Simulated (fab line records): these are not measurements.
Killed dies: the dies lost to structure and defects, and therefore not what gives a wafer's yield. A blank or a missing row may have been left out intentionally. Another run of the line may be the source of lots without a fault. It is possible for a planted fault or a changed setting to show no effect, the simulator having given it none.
What tool caused it? | flow nand-harc | 24 lots with 72 wafers sampled at 4 steps, on a route of 1302 steps

WHAT EACH GAUGE READ, for each wafer
NHARC_A_ZERO_WELL_CD_MEAS_10: target cd 2000 nm.
lot  | measured     | on        | cd-nm (nm)
L074 | day 6 19:43  | cd-sem-03 | 1998.4 2000.3 1999.9
L075 | day 7 07:00  | cd-sem-02 | 1999.4 1998.1 1998.8
L076 | day 7 18:55  | cd-sem-03 | 1999.0 1999.9 2003.8
L077 | day 7 21:56  | cd-sem-03 | 1998.7 2000.2 2000.2
L079 | day 8 21:23  | cd-sem-03 | 2000.4 2001.1 2000.2
L078 | day 8 23:02  | cd-sem-02 | 2000.3 2002.2 1999.9
L080 | day 9 17:44  | cd-sem-02 | 2001.9 2001.2 2000.2
L081 | day 10 02:14 | cd-sem-02 | 1997.8 2002.2 1997.9
L082 | day 10 03:11 | cd-sem-02 | 2002.3 1999.8 2000.0
L083 | day 10 14:20 | cd-sem-02 | 2000.2 1999.5 1997.3
L084 | day 10 22:32 | cd-sem-02 | 2000.3 1997.8 1999.0
L086 | day 11 13:34 | cd-sem-02 | 2000.1 2000.7 2000.2
L085 | day 11 18:56 | cd-sem-02 | 2000.5 1999.8 2001.5
L087 | day 12 11:00 | cd-sem-02 | 1999.5 1999.6 2001.6
L089 | day 12 20:52 | cd-sem-01 | 1997.2 1997.9 1998.3
L088 | day 12 22:07 | cd-sem-03 | 2001.3 1999.2 2000.0
L090 | day 13 17:44 | cd-sem-01 | 2001.1 1999.7 2000.7
L091 | day 13 19:10 | cd-sem-03 | 2001.6 2002.4 2000.5
L092 | day 14 06:42 | cd-sem-01 | 1999.4 1997.4 2000.3
L093 | day 14 14:09 | cd-sem-01 | 2002.6 2001.2 2003.8
L094 | day 15 10:52 | cd-sem-03 | 2000.5 1998.7 2002.5
L095 | day 15 12:37 | cd-sem-03 | 1997.9 1998.1 1997.9
L096 | day 16 03:01 | cd-sem-03 | 2000.9 1999.2 1999.4
L097 | day 16 12:13 | cd-sem-02 | 1997.8 1999.1 1998.7

NHARC_A_ONON_D1_INSPECT_32.
lot  | measured     | on                | raw-defect-count
L074 | day 8 11:02  | defect-inspect-02 | 74 76 146
L075 | day 8 17:52  | defect-inspect-02 | 42 60 43
L076 | day 9 07:41  | defect-inspect-02 | 39 49 47
L077 | day 9 07:43  | defect-inspect-01 | 87 68 75
L079 | day 10 14:36 | defect-inspect-02 | 56 98 95
L078 | day 10 14:39 | defect-inspect-02 | 57 84 104
L080 | day 11 10:46 | defect-inspect-02 | 72 67 80
L081 | day 11 15:31 | defect-inspect-02 | 34 40 32
L082 | day 11 15:20 | defect-inspect-02 | 90 99 100
L083 | day 12 02:47 | defect-inspect-01 | 45 105 52
L084 | day 12 10:41 | defect-inspect-01 | 57 102 70
L086 | day 13 00:41 | defect-inspect-01 | 69 94 63
L085 | day 13 05:55 | defect-inspect-02 | 29 28 72
L087 | day 14 00:26 | defect-inspect-01 | 62 45 65
L089 | day 14 08:51 | defect-inspect-02 | 119 104 125
L088 | day 14 09:00 | defect-inspect-01 | 64 24 61
L090 | day 15 10:22 | defect-inspect-02 | 65 45 58
L091 | day 15 10:19 | defect-inspect-01 | 70 47 89
L092 | day 16 02:58 | defect-inspect-01 | 99 63 41
L093 | day 16 02:57 | defect-inspect-02 | 110 71 109
L094 | day 16 21:50 | defect-inspect-02 | 67 66 51
L095 | day 16 22:07 | defect-inspect-02 | 48 51 41
L096 | day 17 16:00 | defect-inspect-01 | 76 76 30
L097 | day 18 03:45 | defect-inspect-02 | 56 55 48

NHARC_A_CHANNEL_HOLE_D1_CD_MEAS_18.
lot  | measured     | on        | cd-nm (nm)
L074 | day 8 15:03  | cd-sem-02 | 98.0 100.6 97.5
L075 | day 8 21:54  | cd-sem-02 | 99.8 100.0 100.5
L076 | day 9 11:40  | cd-sem-02 | 101.2 96.9 99.5
L077 | day 9 12:22  | cd-sem-03 | 100.9 101.3 101.2
L079 | day 10 20:19 | cd-sem-01 | 102.9 102.9 101.1
L078 | day 10 20:26 | cd-sem-02 | 103.1 98.4 98.6
L080 | day 11 16:55 | cd-sem-02 | 97.1 102.7 98.1
L081 | day 11 23:25 | cd-sem-03 | 97.5 97.7 99.0
L082 | day 11 22:59 | cd-sem-03 | 98.6 97.9 102.0
L083 | day 12 07:19 | cd-sem-02 | 98.3 98.3 98.8
L084 | day 12 14:46 | cd-sem-03 | 98.2 99.6 98.9
L086 | day 13 04:42 | cd-sem-01 | 99.7 101.0 99.8
L085 | day 13 09:53 | cd-sem-03 | 96.5 98.8 100.2
L087 | day 14 05:49 | cd-sem-01 | 99.6 98.5 101.8
L089 | day 14 12:46 | cd-sem-01 | 98.2 98.6 102.7
L088 | day 14 13:06 | cd-sem-02 | 98.4 95.6 99.9
L090 | day 15 18:23 | cd-sem-02 | 100.0 97.4 98.0
L091 | day 15 17:15 | cd-sem-02 | 102.1 99.5 100.7
L092 | day 16 10:28 | cd-sem-03 | 94.5 98.8 98.2
L093 | day 16 09:09 | cd-sem-02 | 103.3 100.4 102.6
L094 | day 17 06:20 | cd-sem-01 | 99.8 93.2 99.1
L095 | day 17 08:14 | cd-sem-01 | 98.8 96.2 97.8
L096 | day 17 20:36 | cd-sem-03 | 92.8 96.3 92.0
L097 | day 18 08:04 | cd-sem-02 | 102.0 96.6 98.6

TOOL THAT RAN EACH LOT (tool first, then ch and the chambers of the sampled wafers, then the start)
lot  | NHARC_A_CHANNEL_HOLE_D1_ETCH_38
L074 | rie-diel-08 ch 1,2, day 8 14:01
L075 | rie-diel-08 ch 1,2,3, day 8 20:53
L076 | rie-diel-11 ch 0,2,3, day 9 10:40
L077 | rie-diel-10 ch 1,2,3, day 9 11:22
L079 | rie-diel-08 ch 1,2, day 10 19:07
L078 | rie-diel-11 ch 0,2,3, day 10 19:25
L080 | rie-diel-08 ch 0,2,3, day 11 15:53
L081 | rie-diel-08 ch 1,2,3, day 11 22:23
L082 | rie-diel-10 ch 1,2,3, day 11 21:56
L083 | rie-diel-08 ch 1,2, day 12 06:17
L084 | rie-diel-08 ch 0,1, day 12 13:32
L086 | rie-diel-08 ch 0,2,3, day 13 03:41
L085 | rie-diel-10 ch 1,2,3, day 13 08:53
L087 | rie-diel-08 ch 2,3, day 14 04:47
L089 | rie-diel-08 ch 0,1,2, day 14 11:44
L088 | rie-diel-11 ch 1,2, day 14 12:01
L090 | rie-diel-08 ch 0,2,3, day 15 17:23
L091 | rie-diel-10 ch 0,2,3, day 15 16:08
L092 | rie-diel-11 ch 0,2, day 16 08:27
L093 | rie-diel-10 ch 0,3, day 16 08:07
L094 | rie-diel-08 ch 0,2,3, day 17 05:19
L095 | rie-diel-08 ch 0,1,2, day 17 07:14
L096 | rie-diel-08 ch 0,1,3, day 17 19:35
L097 | rie-diel-08 ch 0,1, day 18 06:50
- NHARC_A_CHANNEL_HOLE_D1_ETCH_38: etches the open film in CF4, target depth 39 nm, time 65 s.

AS READ BY THE TOOLS THEMSELVES (means over the sampled wafers that have a number; for cases with no such wafer, the mark the record gives instead)
NHARC_A_CHANNEL_HOLE_D1_ETCH_38.
lot  | tool        | drypump-motor-current-A (A) | oes-product-au (a.u.) | rf-vpp-V (V) | showerhead-plenum-p-Torr (Torr) | throttle-valve-pct (%)
L074 | rie-diel-08 | 5.4                         | 1.011                 | 151.7        | 1.83                            | 13.290
L075 | rie-diel-08 | 5.8                         | 1.003                 | 151.0        | 1.76                            | 13.291
L076 | rie-diel-11 | 6.0                         | 0.997                 | 150.8        | 1.72                            | 13.284
L077 | rie-diel-10 | 5.6                         | 1.005                 | 151.1        | 1.72                            | 13.291
L079 | rie-diel-08 | 5.4                         | 0.999                 | 152.3        | 1.83                            | 13.278
L078 | rie-diel-11 | 6.0                         | 1.006                 | 150.9        | 1.71                            | 13.283
L080 | rie-diel-08 | 6.1                         | 1.000                 | 151.2        | 1.75                            | 13.287
L081 | rie-diel-08 | 5.8                         | 1.000                 | 151.5        | 1.76                            | 13.282
L082 | rie-diel-10 | 5.6                         | 1.002                 | 150.3        | 1.72                            | 13.279
L083 | rie-diel-08 | 5.4                         | 0.998                 | 152.6        | 1.83                            | 13.282
L084 | rie-diel-08 | 5.4                         | 0.994                 | 153.0        | 1.86                            | 13.287
L086 | rie-diel-08 | 6.1                         | 1.001                 | 151.0        | 1.75                            | 13.283
L085 | rie-diel-10 | 5.6                         | 1.004                 | 149.9        | 1.71                            | 13.280
L087 | rie-diel-08 | 6.1                         | 0.993                 | 150.2        | 1.69                            | 13.291
L089 | rie-diel-08 | 5.7                         | 0.993                 | 151.7        | 1.83                            | 13.282
L088 | rie-diel-11 | 5.6                         | 0.994                 | 150.4        | 1.78                            | 13.278
L090 | rie-diel-08 | 6.0                         | 0.991                 | 151.1        | 1.75                            | 13.288
L091 | rie-diel-10 | 5.6                         | 1.001                 | 150.6        | 1.70                            | 13.292
L092 | rie-diel-11 | 6.0                         | 0.989                 | 149.9        | 1.70                            | 13.286
L093 | rie-diel-10 | 5.9                         | 1.010                 | 150.2        | 1.73                            | 13.280
L094 | rie-diel-08 | 6.1                         | 1.003                 | 151.2        | 1.75                            | 13.275
L095 | rie-diel-08 | 5.7                         | 1.008                 | 151.7        | 1.83                            | 13.284
L096 | rie-diel-08 | 5.5                         | 1.011                 | 151.2        | 1.79                            | 13.289
L097 | rie-diel-08 | 5.4                         | 1.009                 | 152.9        | 1.86                            | 13.285

THE ANSWER, worked out from the rows above alone
Rule: the usual values come from the lots themselves. Put in order of their means at a reading, lots are off if they are a third of the lots or fewer, leave a main group of 4 or more, and stand apart from it by a gap of 3 or more times the standard deviation of the main group's means; of several such gaps the widest counts. A main group whose means are all the same, to the digits that the tables above print for the reading, isn't used. Also off: a lot with no number at a reading for which 4 or more lots have one. Any other lot the step has rows for is counted as sound. Order of review: gauges by route order, followed by the tools' own readings, for which a lot's mean as printed above is used. At the first step where some lot is off, the reading lying furthest off is the one used; lots without a number count as furthest.
Nothing can be told from this: no lot is off at any reading shown.

WHAT WAS PUT IN BY THE SIMULATOR
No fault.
